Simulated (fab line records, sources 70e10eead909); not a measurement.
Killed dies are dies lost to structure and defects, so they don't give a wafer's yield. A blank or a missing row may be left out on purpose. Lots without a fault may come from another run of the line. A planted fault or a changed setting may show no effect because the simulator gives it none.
Chamber matching | flow nand_harc | NHARC_P_M2_ETCH_35 on rie_diel-03: 4 sister chambers
The step etches the open film in N2/H2, target depth 40 nm, overetch 12 nm, time 43.94 s. 4 wafers are shown with their chamber, then 8 later ones without.

WAFERS WITH THEIR CHAMBER
wafer  | chamber | drypump_motor_current_A (A)
L110.2 | 0       | 5.96
L116.5 | 1       | 5.67
L116.6 | 2       | 5.42
L117.1 | 3       | 5.56

WAFERS WITHOUT THEIR CHAMBER
wafer  | drypump_motor_current_A (A)
L117.2 | 5.40
L117.5 | 5.94
L119.1 | 5.41
L119.2 | 5.68
L119.6 | 5.41
L120.2 | 5.55
L120.5 | 5.65
L120.6 | 5.94

WHICH CHAMBER EACH WENT THROUGH
wafer  | from the rows above | in truth
L117.2 | 2                   | 2
L117.5 | 0                   | 0
L119.1 | 2                   | 2
L119.2 | 1                   | 1
L119.6 | 2                   | 2
L120.2 | 3                   | 3
L120.5 | 1                   | 1
L120.6 | 0                   | 0
Placed correctly: 8 of 8. Can't be placed from these rows: 0. Placed wrongly: 0.
How it was worked out, from the rows above alone: a wafer's distance from a chamber is the root of the sum, over the readings, of the square of ((its reading less the chamber's mean) divided by the reading's scatter). The wafer belongs to the nearest chamber; if the next one is less than 2 further off, it can't be placed. A chamber's mean is the mean of its shown wafers. The scatter: with one shown wafer a chamber, the root of the mean of the squares of how far each hidden wafer lies from its nearest shown one.
